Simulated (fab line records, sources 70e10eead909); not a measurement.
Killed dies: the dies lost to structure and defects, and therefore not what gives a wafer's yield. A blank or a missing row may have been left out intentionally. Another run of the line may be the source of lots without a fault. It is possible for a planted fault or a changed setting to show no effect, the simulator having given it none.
Which of the tools did it? ; flow nand-harc ; 13 lots with 39 wafers sampled at 6 steps, on a route of 1159 steps

WHAT THE GAUGES SHOWED, per wafer
NHARC_P_GATE_INSPECT_68.
lot;measured;on;raw-defect-count
L862;day 5 13:32;defect-inspect-01;172 186 200
L863;day 6 01:38;defect-inspect-02;176 220 124
L865;day 6 11:58;defect-inspect-02;117 196 205
L866;day 6 13:55;defect-inspect-02;744 775 815
L868;day 7 07:05;defect-inspect-02;661 810 733
L873;day 8 16:59;defect-inspect-01;123 218 206
L875;day 8 18:42;defect-inspect-01;130 132 125
L874;day 8 23:26;defect-inspect-02;158 293 270
L879;day 9 20:13;defect-inspect-01;170 125 187
L878;day 9 20:46;defect-inspect-01;190 171 401
L880;day 10 00:56;defect-inspect-01;297 153 271
L881;day 10 11:23;defect-inspect-02;138 114 118
L884;day 11 00:16;defect-inspect-02;127 111 122

NHARC_P_CONTACT_CD_MEAS_12: the cd target is 90 nm.
lot;measured;on;cd-nm (nm)
L862;day 5 15:02;cd-sem-01;91.1 91.3 91.1
L863;day 6 03:29;cd-sem-02;91.0 90.8 90.1
L865;day 6 13:34;cd-sem-02;90.5 89.8 90.3
L866;day 6 15:32;cd-sem-01;89.3 89.9 89.8
L868;day 7 08:42;cd-sem-03;89.8 89.8 90.4
L873;day 8 18:37;cd-sem-02;90.3 89.6 89.4
L875;day 8 20:52;cd-sem-02;90.5 90.8 90.6
L874;day 9 01:02;cd-sem-03;89.5 89.1 89.3
L879;day 9 21:43;cd-sem-02;90.4 89.2 90.6
L878;day 9 22:16;cd-sem-02;90.2 90.0 90.3
L880;day 10 02:27;cd-sem-02;89.7 90.1 90.0
L881;day 10 13:00;cd-sem-03;90.0 90.1 89.6
L884;day 11 01:54;cd-sem-01;90.4 90.3 90.8

NHARC_END_SORT_01.
lot;measured;on;killed-at-array;killed-at-other;killed-at-periphery;killed-dies;killed-open;killed-short
L866;day 20 10:55;prober-02;18 17 31;0 0 0;82 82 88;100 99 119;4 2 3;3 0 2
L868;day 20 17:53;prober-02;8 16 17;1 0 0;88 82 86;97 98 103;3 2 8;0 5 5

EACH LOT AND THE TOOL THAT RAN IT (in order: tool; ch and the chambers of the sampled wafers; start)
lot;NHARC_P_GATE_PRE_CLEAN_110;NHARC_P_CONTACT_DEP_00;NHARC_P_CONTACT_ETCH_36
L862;pvd-sputter-02, day 5 12:38;pecvd-03 ch 0,1, day 5 15:02 or earlier;rie-diel-04 ch 0,2,3, no start
L863;pvd-sputter-01, day 6 00:44;pecvd-04 ch 0,1, day 6 03:29 or earlier;rie-diel-04 ch 2,3, no start
L865;pvd-sputter-02, day 6 10:57;pecvd-03 ch 0,1,2, day 6 13:34 or earlier;rie-diel-04 ch 1,3, no start
L866;pvd-sputter-02, day 6 12:59;pecvd-04 ch 1,2, day 6 15:32 or earlier;rie-diel-04 ch 1,2,3, day 20 10:55 or earlier
L868;pvd-sputter-02, day 7 06:10;pecvd-02 ch 0,1,2, day 7 08:42 or earlier;rie-diel-04 ch 0,1,3, day 20 17:53 or earlier
L873;pvd-sputter-01, day 8 16:05;pecvd-03 ch 0,2, day 8 18:37 or earlier;rie-diel-04 ch 0,3, no start
L875;pvd-sputter-01, day 8 17:48;pecvd-04 ch 0,1,2, day 8 20:52 or earlier;rie-diel-13 ch 1,3, no start
L874;pvd-sputter-03, day 8 22:32;pecvd-04 ch 0,1,2, day 9 01:02 or earlier;rie-diel-13 ch 0,2,3, no start
L879;pvd-sputter-02, day 9 19:01;pecvd-04 ch 0,1,2, day 9 21:43 or earlier;rie-diel-13 ch 1,2, no start
L878;pvd-sputter-02, day 9 19:50;pecvd-04 ch 0,2, day 9 22:16 or earlier;rie-diel-04 ch 0,1,3, no start
L880;pvd-sputter-03, day 9 23:53;pecvd-04 ch 0,2, day 10 02:27 or earlier;rie-diel-09 ch 0,2,3, no start
L881;pvd-sputter-03, day 10 10:28;pecvd-04 ch 0,1,2, day 10 13:00 or earlier;rie-diel-13 ch 2,3, no start
L884;pvd-sputter-02, day 10 23:22;pecvd-03 ch 0,2, day 11 01:54 or earlier;rie-diel-04 ch 1,2,3, no start
- NHARC_P_GATE_PRE_CLEAN_110: time 30 s.
- NHARC_P_CONTACT_DEP_00: deposits SiO2, target thk 500 nm.
- NHARC_P_CONTACT_ETCH_36: etches the open film in N2/H2, target depth 260 nm, time 406.25 s.

AS READ BY THE TOOLS THEMSELVES (means over the sampled wafers that have a number; for cases with no such wafer, the mark the record gives instead)
NHARC_P_CONTACT_DEP_00.
lot;tool;chamber-pressure-Torr (Torr);heater-power-w (W);throttle-valve-pct (%)
L862;pecvd-03;6.497;644;16.1
L863;pecvd-04;6.498;521;16.0
L865;pecvd-03;6.498;497;15.6
L866;pecvd-04;6.517;514;15.7
L868;pecvd-02;6.491;549;16.5
L873;pecvd-03;6.501;467;15.3
L875;pecvd-04;6.509;525;16.2
L874;pecvd-04;6.493;557;16.1
L879;pecvd-04;6.500;464;15.8
L878;pecvd-04;6.499;514;16.1
L880;pecvd-04;6.505;494;15.9
L881;pecvd-04;6.495;538;15.9
L884;pecvd-03;6.507;459;15.4

NHARC_P_CONTACT_ETCH_36.
lot;tool;drypump-motor-current-A (A);oes-product-au (a.u.);rf-vpp-V (V);showerhead-plenum-p-Torr (Torr);throttle-valve-pct (%)
L862;rie-diel-04;5.8;1.003;429.1;2.02;14.172
L863;rie-diel-04;6.0;1.003;430.8;2.04;14.166
L865;rie-diel-04;5.7;0.997;428.4;1.95;14.177
L866;rie-diel-04;5.7;0.992;430.2;2.02;14.170
L868;rie-diel-04;5.5;1.001;428.5;2.00;14.174
L873;rie-diel-04;5.8;1.008;426.9;1.94;14.170
L875;rie-diel-13;5.9;1.007;431.0;2.08;14.166
L874;rie-diel-13;5.6;1.004;430.3;2.04;14.171
L879;rie-diel-13;5.6;0.989;431.1;2.03;14.167
L878;rie-diel-04;5.5;0.997;428.6;2.00;14.178
L880;rie-diel-09;5.2;1.001;429.1;1.99;14.182
L881;rie-diel-13;5.5;1.003;429.9;1.99;14.170
L884;rie-diel-04;5.7;0.997;430.0;2.02;14.170

THE ANSWER, worked out from the rows above alone
Rule: usual is defined by the lots themselves. The widest of any qualifying gaps counts: lots, ordered by their means at a reading, are off when they make up no more than a third of the lots, leave a main group of 4 or more, and stand apart from it by 3 or more times the standard deviation of that group's means. A main group whose means are all the same, to the digits that the tables above print for the reading, isn't used. Also off: a lot with no number at a reading for which 4 or more lots have one. The other lots that the step has rows for count as sound. The gauges are gone through in route order, then the tools' own readings, and for those a lot's mean is taken as printed above. The first step at which some lot is off is used, and at that step the reading that is off furthest; a lot without a number counts as furthest.
Off, at NHARC_P_GATE_INSPECT_68 on raw-defect-count: L866, L868. Mean 180 and standard deviation 45 in the main group.
If a tool, at a process step before that reading, ran all the lots that are off and no sound lot after the first of them, it fits. Gauges at NHARC_P_GATE_INSPECT_68: tried the same way as those tools. Of those tried, none fits.

WHAT THE SIMULATOR HAD PUT IN
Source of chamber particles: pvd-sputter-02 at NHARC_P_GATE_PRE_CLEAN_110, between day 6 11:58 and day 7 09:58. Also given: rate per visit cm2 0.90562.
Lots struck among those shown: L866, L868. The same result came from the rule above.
